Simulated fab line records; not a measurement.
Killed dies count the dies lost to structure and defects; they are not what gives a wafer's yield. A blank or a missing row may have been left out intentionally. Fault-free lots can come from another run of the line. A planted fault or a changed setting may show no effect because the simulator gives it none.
Struck lot and sound lot, side by side -- flow n5-finfet -- 36 steps out of a route of 1938
Sound: the wafers L846.2, L846.4, L846.5. The struck wafers were L854.1, L854.4, L854.6. Last of all comes the cause.
For every step that has rows: the tool of each side, followed by ch and its chambers, followed by its first start. Under that, the readings that differ: sound wafers -- struck wafers -- difference of the means -- sigmas: that difference in standard deviations of wafers without a fault.
alike: a reading whose means differ by less than 2 such deviations, as well as words and numbers matching on both sides. not compared: withheld readings; readings where some wafer has no value; bounds like >300 that might hide an equal value; numbers whose values overlap and for which the record gives no deviation.
A row with sigmas, a row that says differs or no value, or rows on one side alone: a step with any of these is where the two part. Numbers that have no deviation but don't overlap get no sigmas and don't part them. A reading that every wafer of one side lacks parts them only if that side has two wafers or more.

first, 12 steps without rows for these wafers: N5_SD_EPI_P_STRIP_38 (strips in N2/H2); N5_SD_EPI_P_ETCHBACK_46 (etches SiNx in CH3F/O2, stops on SiO2, target depth 17.5 nm); N5_SD_EPI_P_ETCH_47 (etches SiOCN in CH3F/O2, target depth 25 nm); N5_SD_EPI_P_ETCH_16 (etches SiO2 in CHF3/O2, target depth 5 nm); N5_SD_EPI_P_STRIP_50 (strips in CHF3/O2); N5_SD_EPI_P_SD_RECESS_17 (chemistry HBr/Cl2/O2, target depth 39.1 nm, bt time 3 s); N5_SD_EPI_P_WET_ETCH_45 (etches SiO2 in dHF, time 10.7 s, target depth 2 nm, rinse time 30 s); N5_SD_EPI_P_STRIP_40 (strips in N2/H2); N5_SD_EPI_P_PRECLEAN_52 (cleans in O3/DIW, time 60 s); N5_SD_EPI_P_SRD_20 (time 30 s); N5_SD_EPI_P_PRECLEAN_51 (cleans in NF3:NH3, afs cycles 1, time 20 s, sublimation time 60 s); N5_SD_EPI_P_VAPOR_ETCH_44 (etches SiGe30 in NF3/Ar, time 3.3 s).
N5_SD_EPI_P_EPI_21: deposits SiGe:B, time 355 s.
  sound on epi-rpcvd-01 ch 0, day 4 04:42; struck on epi-rpcvd-01 ch 0, day 5 17:35
reading,sound,struck,difference,sigmas
epi-growth-time-s (s),355 355 355,377.18 377.18 377.18,+22.18,
model.SiGe-B_of_SD_EPI_P_EPI_21.thk-nm (nm),60.4 60 60.6,64.6 63.8 64.2,+3.9,
then, 8 steps without rows for these wafers: N5_SD_EPI_P_HM_STRIP_48 (strips SiNx in H3PO4, material SiNx, target depth 3 nm); N5_SD_EPI_P_SRD_49 (time 30 s); N5_SD_EPI_P_PRECLEAN_24 (cleans in O3/DIW, time 45 s); N5_SD_EPI_P_PRECLEAN_32 (cleans in dHF, time 10 s); N5_SD_EPI_P_PRECLEAN_33 (cleans in SC2, time 45 s); N5_SD_EPI_P_SRD_25 (time 30 s); N5_SD_ACTIVATION_RTA_00 (time 0 s); N5_SD_ACTIVATION_LSA_01 (time 0.0008 s).
N5_SD_ACTIVATION_RS_MEAS_03: the measuring method here is four-point-probe.
  sound: film-metro-01 at day 4 07:13; struck: film-metro-01 at day 5 20:41
reading,sound,struck,difference,sigmas
RS_SD_N (ohm/sq),22.21 22.04 21.92,20.94 21.33 21.60,-0.77,-3
RS_SD_P (ohm/sq),56.1 56.5 55.8,52.5 53.5 52.4,-3.3,-4
then, 12 steps without rows for these wafers: N5_ILD0_LINER_00 (material SiNx, target thk 4 nm, pulse time 1 s, purge time 2 s); N5_ILD0_FCVD_FILL_01 (material SiO2 flowable, target thk 200 nm, time 328.3 s); N5_ILD0_CURE_02 (time 1800 s); N5_ILD0_CMP_03 (polishes, stops on SiNx, t overpolish 1.9 s, target thk 197.38 nm); N5_ILD0_CMP_07 (polishes SiO2 flowable, stops on poly-Si, t overpolish 1.18 s, target thk 138.88 nm); N5_ILD0_PRECLEAN_10 (cleans in NF3:NH3, afs cycles 5, time 20 s, sublimation time 60 s); N5_ILD0_ALD_15 (deposits SiNx, target thk 24 nm, pulse time 1 s, ald cycles 480); N5_ILD0_CMP_12 (polishes SiNx, stops on poly-Si, t overpolish 6 s, target thk 17.67 nm); N5_SDB_HM_DEP_00 (deposits SiNx from SiH4/NH3/N2, target thk 40 nm, time 35.3 s); N5_SDB_COAT_03 (time 60 s, resist thk 100 nm); N5_SDB_COAT_04 (time 60 s, resist thk 18 nm); N5_SDB_COAT_05 (resist thk 90 nm).
N5_MOL_CONTACT_COAG_ETCH_110: etches Si in CF4/O2, target depth 2.5 nm, time 8 s.
  sound on rie-diel-01 ch 2,3, day 5 13:01; struck on rie-diel-06 ch 1,2, day 7 04:20
reading,sound,struck,difference,sigmas
model.SiGe-B_of_SD_EPI_P_EPI_21.thk-nm (nm),57.4 57 57.6,61.4 60.8 61.2,+3.8,
  alike: drypump-motor-current-A, oes_ar_750_au, oes_o_777_au, oes-product-au, rf-vpp-V, showerhead-plenum-p-Torr, throttle-valve-pct
  not compared: rf-hours-counter-h
-- a jump in the record: the struck wafers' starts before and after are 3 days apart (it breaks off in module MOL_CONTACT_COAG and resumes in module BEOL_M4, where the first step shown is number 1111 of the route) --
N5_BEOL_M4_RC_MEAS_101:
  sound on prober-02 ch 0, day 9 02:17; struck on prober-01 ch 0, day 10 16:18
reading,sound,struck,difference,sigmas
RS_SD_P (ohm/sq),65.7 66.4 66.4,61.4 61.6 62.2,-4.4,-4
VT_P (mV),-245 -249 -247,-255 -253 -254,-7,-2
  alike: DIBL_N, DIBL_P, IOFF_N, IOFF_P, ION_N, ION_P, SS_N, SS_P, VT_N

## WHERE THEY PART
Last at N5_BEOL_M4_RC_MEAS_101 as far as this record goes, first at N5_SD_ACTIVATION_RS_MEAS_03.

WHY: the cause the simulator had injected
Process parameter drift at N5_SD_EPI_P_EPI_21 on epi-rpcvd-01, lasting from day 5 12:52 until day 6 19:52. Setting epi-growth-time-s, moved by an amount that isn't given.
